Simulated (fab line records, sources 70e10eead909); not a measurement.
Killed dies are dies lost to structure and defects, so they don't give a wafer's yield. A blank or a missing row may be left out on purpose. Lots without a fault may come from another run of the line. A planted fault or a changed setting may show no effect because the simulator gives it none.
fab line records | flow nand_harc
record lots=13 wafers=39 last_day=24
route steps=1159 shown A_SLIT@792 A_WL_FILL@815 END@1159
lots that met no fault: from a run of the same line without faults
start_h: hours from the record's first day to the start of the lot's first wafer shown | wait_h: hours since the lot's step before | " the same as in the row above | L1.1+2: a row that stands for several wafers | - no value, or no start given | * or withheld: withheld | < > ~ a bound
route shown NAME@n: a module of which the file shows steps, and the number in the route of the first | usual: mean/standard deviation of fault-free wafers | same: alike in all rows | chamber/n: place in a boat | sites: the reading at each site | _std_site: their standard deviation | _edge_site: outer sites' mean less inner sites' | radius_mm: how far each site lies from the wafer's centre | mask NAME#n: copy n | behind: the tool/chamber that last shaped the wafer | hold: why the lot was held/for how many hours/how that ended | device: the transistor (n, p or np) that didn't switch | end of line: the same wafers' tests at the end of the route | a step without rows: its recipe alone | killed: dies lost to structure and defects at the first sort, not the wafer's yield | map: a wafer's dies, x killed, . not, _ none there
set.NAME: the setting as run; set.NAME@STEP: as run at that earlier step | model.NAME: the simulator's own value behind a step, which no gauge read
steps of the route over a sample of lots; a table a step, a row a wafer
services: from which hour (start_h, from the record's first day; less than 0 if before it) a tool's chamber was out of use, for how many hours, and why
## steps
# step NHARC_A_SLIT_INSPECT_11
# usual raw_defect_count=22/9.2
# columns lot.wafer tool chamber start_h wait_h raw_defect_count
L734.1 defect_inspect-02 - 327.11 0.0 26
L734.2 " - " " 19
L734.3 " - " " 26
L733.1 defect_inspect-02 - 327.27 0.0 13
L733.2 " - " " 15
L733.3 " - " " 21
L738.1 defect_inspect-02 - 335.03 0.0 16
L738.2 " - " " 16
L738.6 " - " " 6
L736.1 defect_inspect-01 - 335.36 0.0 17
L736.3 " - " " 14
L736.6 " - " " 25
L740.2 defect_inspect-01 - 357.70 0.0 28
L740.3 " - " " 21
L740.4 " - " " 26
L742.1 defect_inspect-02 - 368.92 0.0 30
L742.3 " - " " 21
L742.4 " - " " 24
L743.2 defect_inspect-01 - 380.87 0.1 39
L743.3 " - " " 28
L743.4 " - " " 28
L745.3 defect_inspect-02 - 398.38 0.0 30
L745.4 " - " " 33
L745.6 " - " " 40
L747.1 defect_inspect-01 - 412.22 0.0 10
L747.2 " - " " 24
L747.4 " - " " 21
L750.2 defect_inspect-01 - 424.98 0.0 14
L750.3 " - " " 6
L750.4 " - " " 15
L751.2 defect_inspect-02 - 440.52 0.0 25
L751.5 " - " " 37
L751.6 " - " " 34
L755.4 defect_inspect-01 - 440.67 0.0 17
L755.5 " - " " 13
L755.6 " - " " 18
L754.1 defect_inspect-02 - 441.94 0.0 37
L754.2 " - " " 35
L754.4 " - " " 35
# step NHARC_A_SLIT_ETCH_26
# recipe bias_v=400 source_w=2000 pressure_mtorr=25 time_s=90 ar_flow_sccm=375 c4f8_flow_sccm=41.7 o2_flow_sccm=83.3 target_depth_a=4000 chemistry=C4F8/O2/Ar
# usual drypump_motor_current_A=5.5/0.42 rf_fwd_power_W=1987/6.4 showerhead_plenum_p_Torr=3.77/0.089 throttle_valve_pct=27.620/0.0082
# columns lot.wafer tool chamber start_h wait_h drypump_motor_current_A rf_fwd_power_W rf_hours_counter_h showerhead_plenum_p_Torr throttle_valve_pct
L734.2 har_etch-02 1 329.44 1.2 6.2 1987 175 3.80 27.633
L734.1 " 0 " " 5.7 1983 175 3.88 27.613
L734.3 " 0 " " 5.7 1985 - 3.88 27.626
L733.1 har_etch-01 1 329.59 1.2 5.4 1984 5 3.65 27.637
L733.2 " 0 " " 5.0 1987 5 3.83 27.633
L733.3 " 1 " " 5.4 1989 - 3.65 27.622
L738.2 har_etch-01 0 337.40 1.2 5.0 1983 7 3.83 27.628
L738.1 " 1 " " 5.3 1999 7 3.65 27.606
L738.6 " 1 " " 5.4 1993 - 3.65 27.614
L736.1 har_etch-02 0 337.92 1.0 5.7 1984 180 3.88 27.614
L736.3 " 0 " " 5.7 1987 - 3.88 27.617
L736.6 " 0 " " 5.6 1981 - 3.88 27.617
L740.2 har_etch-02 1 360.03 1.0 6.2 1987 187 3.79 27.620
L740.3 " 0 " " 5.7 1996 - 3.87 27.612
L740.4 " 1 " " 6.2 1974 - 3.79 27.643
L742.1 har_etch-02 0 371.42 1.0 5.7 1992 189 3.87 27.622
L742.4 " 1 " " 6.1 1976 - 3.79 27.618
L742.3 " 0 " " 5.7 1989 - 3.87 27.628
L743.2 har_etch-01 0 384.19 1.0 5.0 1989 27 3.82 27.620
L743.4 " 1 " " 5.4 1993 - 3.63 27.630
L743.3 " 0 " " 5.0 1983 - 3.82 27.630
L745.4 har_etch-01 0 404.64 0.8 5.0 1981 - 3.81 27.631
L745.3 " 1 " " 5.3 1996 - 3.63 27.611
L745.6 " 1 " " 5.4 1990 - 3.63 27.620
L747.2 har_etch-01 0 414.61 1.2 5.0 1989 41 3.81 27.622
L747.1 " 1 " " 5.4 1985 41 3.63 27.608
L747.4 " 0 " " 5.0 1979 - 3.81 27.619
L750.2 har_etch-01 0 428.92 1.0 5.0 1988 44 3.81 27.615
L750.4 " 1 " " 5.4 1992 - 3.63 27.633
L750.3 " 0 " " 5.0 1987 - 3.81 27.623
L751.2 har_etch-02 1 448.55 1.0 6.1 1983 227 3.77 27.625
L751.5 " 0 " " 5.7 1990 - 3.85 27.632
L751.6 " 1 " " 6.1 1984 - 3.77 27.626
L755.4 har_etch-01 1 449.27 0.6 5.3 1992 - 3.62 27.612
L755.6 " 0 " " 5.0 1979 - 3.80 27.614
L755.5 " 1 " " 5.3 1991 - 3.62 27.619
L754.2 har_etch-02 0 450.20 1.2 5.7 1982 229 3.85 27.605
L754.1 " 1 " " 6.2 1990 229 3.76 27.628
L754.4 " 0 " " 5.7 1977 - 3.85 27.629
# step NHARC_A_WL_FILL_ETCHBACK_05
# recipe target_depth_a=220 time_s=60 temp_c=40 chemistry=Cl2/BCl3
# usual chamber_pressure_mTorr=9.998/0.014 drypump_motor_current_A=5.6/0.45 oes_product_au=1.000/0.0094
# columns lot.wafer tool chamber start_h wait_h chamber_pressure_mTorr drypump_motor_current_A oes_product_au rf_hours_counter_h
L734.2 rie_metal-01 0 343.27 0.2 9.996 6.0 0.996 0.1
L734.1 " 1 " " 9.990 6.0 0.998 0.1
L734.3 " 1 " " 9.998 6.0 1.001 -
L733.1 rie_metal-03 1 346.10 0.2 10.000 6.0 1.003 1.7
L733.2 " 0 " " 9.991 5.6 1.002 1.7
L733.3 " 0 " " 10.019 5.6 1.003 -
L736.1 rie_metal-01 1 351.45 0.2 10.004 6.0 1.001 0.4
L736.3 " 0 " " 10.016 6.0 1.000 -
L736.6 " 0 " " 9.997 6.0 0.995 -
L738.1 rie_metal-02 0 351.64 0.2 9.994 5.3 1.017 3.8
L738.2 " 1 " " 10.008 4.9 1.001 3.4
L738.6 " 1 " " 9.999 4.9 0.989 -
L740.2 rie_metal-03 1 375.21 0.2 9.993 6.1 0.986 2.7
L740.4 " 1 " " 10.005 6.0 0.981 -
L740.3 " 0 " " 10.002 5.6 1.002 -
L742.1 rie_metal-01 0 385.01 0.2 10.018 6.0 1.015 1.3
L742.4 " 0 " " 9.985 6.0 1.003 -
L742.3 " 1 " " 9.999 6.0 1.012 -
L743.2 rie_metal-01 0 398.89 0.2 - - - -
L743.3 " 0 " " - - - -
L743.4 " 1 " " - - - -
L745.3 rie_metal-02 0 417.95 0.1 - - - -
L745.4 " 1 " " - - - -
L745.6 " 0 " " - - - -
L747.1 rie_metal-02 1 431.11 0.2 9.982 4.9 1.013 1.1
L747.2 " 0 " " 9.995 5.3 0.993 1.1
L747.4 " 1 " " 9.994 4.9 1.003 -
L750.2 rie_metal-01 0 442.96 0.2 9.983 6.0 1.027 3.3
L750.3 " 1 " " 10.001 6.0 0.999 -
L750.4 " 0 " " 10.003 6.0 1.016 -
L751.2 rie_metal-02 1 461.99 0.3 10.007 4.9 0.998 2.2
L751.6 " 1 " " 9.995 4.9 0.994 -
L751.5 " 0 " " 10.013 5.3 1.003 -
L755.4 rie_metal-01 0 462.04 0.2 9.989 6.0 1.019 -
L755.5 " 0 " " 10.016 6.0 1.023 -
L755.6 " 0 " " 10.004 6.0 1.024 -
L754.2 rie_metal-02 0 464.60 0.2 9.998 5.3 1.000 2.5
L754.1 " 1 " " 9.990 4.9 1.007 2.5
L754.4 " 0 " " 9.995 5.3 1.001 -
# step NHARC_A_WL_FILL_STRIP_27
# recipe power_w=1500 temp_c=250 time_s=20 chemistry=N2/H2
# usual drypump_motor_current_A=5.68/0.28 heater_power_w=334/32
# columns lot.wafer tool chamber start_h wait_h drypump_motor_current_A heater_power_w rf_hours_counter_h
L734.2 plasma_asher-02 1 343.45 0.2 5.88 317 50
L734.1 " 0 " " 5.88 303 50
L734.3 " 1 " " 5.89 324 -
L733.1 plasma_asher-01 1 346.24 0.1 5.20 375 17
L733.2 " 0 " " 5.48 372 17
L733.3 " 1 " " 5.18 377 -
L736.1 plasma_asher-02 0 351.58 0.1 5.88 291 53
L736.3 " 0 " " 5.85 298 -
L736.6 " 1 " " 5.86 328 -
L738.2 plasma_asher-02 0 351.99 0.3 5.91 298 53
L738.1 " 1 " " 5.89 321 53
L738.6 " 1 " " 5.91 333 -
L740.2 plasma_asher-01 0 375.34 0.1 5.47 370 30
L740.4 " 0 " " 5.46 375 -
L740.3 " 1 " " 5.21 362 -
L742.1 plasma_asher-01 0 385.17 0.2 5.47 376 34
L742.4 " 1 " " 5.22 357 -
L742.3 " 0 " " 5.46 377 -
L743.2 plasma_asher-02 1 399.03 0.1 5.86 320 12
L743.4 " 1 " " 5.86 316 -
L743.3 " 0 " " 5.94 300 -
L745.3 plasma_asher-02 1 418.30 0.3 5.88 323 -
L745.4 " 0 " " 5.82 312 -
L745.6 " 0 " " 5.86 308 -
L747.1 plasma_asher-01 0 431.25 0.1 5.48 379 49
L747.2 " 1 " " 5.19 368 49
L747.4 " 1 " " 5.18 381 -
L750.2 plasma_asher-01 1 443.11 0.1 5.20 367 54
L750.4 " 0 " " 5.49 376 -
L750.3 " 1 " " 5.19 375 -
L751.2 plasma_asher-02 0 462.15 0.1 5.90 307 35
L751.5 " 1 " " 5.87 319 -
L751.6 " 0 " " 5.94 312 -
L755.4 plasma_asher-02 1 462.33 0.3 5.87 309 -
L755.6 " 0 " " 5.89 296 -
L755.5 " 1 " " 5.88 322 -
L754.1 plasma_asher-02 0 464.77 0.1 5.86 307 37
L754.2 " 1 " " 5.86 312 37
L754.4 " 1 " " 5.86 316 -
# step NHARC_END_SORT_01
# recipe temp_c=25
# usual killed_at_array=25/9.2 killed_at_other=0.9/1.3 killed_at_periphery=3.3/2.3 killed_dies=29/9.6 killed_open=3.2/1.8 killed_short=2/1.4
# same gross_dies=677
# columns lot.wafer tool chamber start_h wait_h killed_at_array killed_at_other killed_at_periphery killed_dies killed_open killed_short
L743.2 prober-02 0 498.64 2.8 673 1 3 677 4 3
L743.3 prober-02 0 499.42 3.1 673 1 3 677 2 1
L743.4 prober-02 0 500.21 3.4 675 0 2 677 4 1
L745.3 prober-02 0 521.66 3.1 673 0 4 677 2 3
L745.4 prober-02 0 522.46 3.4 674 0 3 677 2 1
L745.6 prober-02 0 524.04 4.0 673 0 4 677 3 2
# killed by level:class
L743.2 A_WL_FILL:area_etchback=644 A_CHANNEL_HOLE_D1:chamber_film_flake=11 A_STAIRCASE:chamber_film_flake=5 A_CONTACT:chamber_film_flake=4 A_SGD_CUT:chamber_film_flake=3 P_CONTACT:geometric_particle:open=1 P_M2:geometric_particle:short=1 A_ONON_D1:geometric_particle:short=1
L743.3 A_WL_FILL:area_etchback=650 A_CHANNEL_HOLE_D1:chamber_film_flake=12 A_SGD_CUT:chamber_film_flake=3 P_BONDPAD:chamber_film_flake=2 A_ZERO_WELL:chamber_film_flake=2 A_CONTACT:chamber_film_flake=2 A_CHANNEL_FILL_D1:geometric_particle:short=1 A_CONTACT:geometric_particle:open=1
L743.4 A_WL_FILL:area_etchback=652 A_STAIRCASE:chamber_film_flake=6 A_CHANNEL_HOLE_D1:chamber_film_flake=5 A_SGD_CUT:chamber_film_flake=4 A_CONTACT:chamber_film_flake=3 P_CONTACT:geometric_particle:open=1 P_M0:geometric_particle:open=1 A_WL_FILL:geometric_particle:short=1
L745.3 A_WL_FILL:area_etchback=642 A_CHANNEL_HOLE_D1:chamber_film_flake=15 A_CHANNEL_FILL_D1:chamber_film_flake=4 A_STAIRCASE:chamber_film_flake=3 A_WL_FILL:chamber_film_flake=3 P_M0:geometric_particle:open=2 P_ZERO_WELL:chamber_film_flake=2 A_ZERO_WELL:chamber_film_flake=2
L745.4 A_WL_FILL:area_etchback=647 A_CHANNEL_HOLE_D1:chamber_film_flake=12 A_STAIRCASE:chamber_film_flake=6 A_CONTACT:chamber_film_flake=3 P_ZERO_WELL:chamber_film_flake=2 A_WL_FILL:chamber_film_flake=2 A_ONON_D1:geometric_particle:short=1 A_CONTACT:geometric_particle:open=1
L745.6 A_WL_FILL:area_etchback=640 A_CHANNEL_HOLE_D1:chamber_film_flake=15 A_CHANNEL_FILL_D1:chamber_film_flake=4 A_STAIRCASE:chamber_film_flake=4 A_CONTACT:chamber_film_flake=3 A_ZERO_WELL:chamber_film_flake=3 P_ZERO_WELL:chamber_film_flake=2 P_CONTACT:geometric_particle:open=1
## services
# columns tool chamber start_h hours kind
har_etch-01 0 322.00 - clean
har_etch-01 0 322.00 - consumable_replace:focus_ring
har_etch-01 1 322.00 - clean
har_etch-01 1 322.00 - consumable_replace:focus_ring
rie_metal-01 - 332.00 9.0 pm
rie_metal-01 0 332.00 9.0 vent_cycle
rie_metal-01 1 332.00 9.0 vent_cycle
rie_metal-01 0 341.00 - clean
rie_metal-01 1 341.00 - clean
plasma_asher-01 - 349.15 7.4 repair
plasma_asher-02 - 360.03 9.0 pm
plasma_asher-02 0 360.03 9.0 vent_cycle
plasma_asher-02 1 360.03 9.0 vent_cycle
plasma_asher-02 0 369.03 - clean
plasma_asher-02 1 369.03 - clean
rie_metal-02 - 388.00 9.0 pm
rie_metal-02 0 388.00 9.0 vent_cycle
rie_metal-02 1 388.00 9.0 vent_cycle
rie_metal-02 0 397.00 - clean
rie_metal-03 - 408.25 0.2 repair
har_etch-01 - 445.60 1.9 repair
rie_metal-03 - 446.66 0.3 repair
rie_metal-03 - 453.00 9.0 pm
plasma_asher-01 - 453.14 9.0 pm
## key
first_sign step=NHARC_A_WL_FILL_ETCHBACK_05 reading=tool_record direction=missing
effect step=NHARC_END_SORT_01 reading=killed_at_array direction=up sigmas=70 usual=25 struck=674
more_kills_born_at NHARC_A_WL_FILL_ETCHBACK_05@rie_metal-01=1946 NHARC_A_WL_FILL_ETCHBACK_05@rie_metal-02=1928
met_at NHARC_A_WL_FILL_ETCHBACK_05
struck_lots L743,L745
later_rows_left_out L743.2,L743.3,L743.4,L745.3,L745.4,L745.6
tester_left_out L743,L745
not_acting_at NHARC_A_SLIT_INSPECT_11,NHARC_A_SLIT_ETCH_26,NHARC_A_WL_FILL_STRIP_27
onset_between 385.01 398.89
fault kind=skipped_step_whole tool=rie_metal-01,rie_metal-02 chamber=- onset_h=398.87 steps=NHARC_A_WL_FILL_ETCHBACK_05 scope=struck_lots_only
# tester_left_out: of these lots the tester's yield and bins aren't shown, on N5 and GAA mostly nor the transistor test; their killed dies are dies lost to structure and defects alone, not to doping, threshold or leakage, so they don't give the yield
# later_rows_left_out: the simulator's readings of these wafers behind a module that went badly wrong aren't trusted and aren't shown, but for the sort
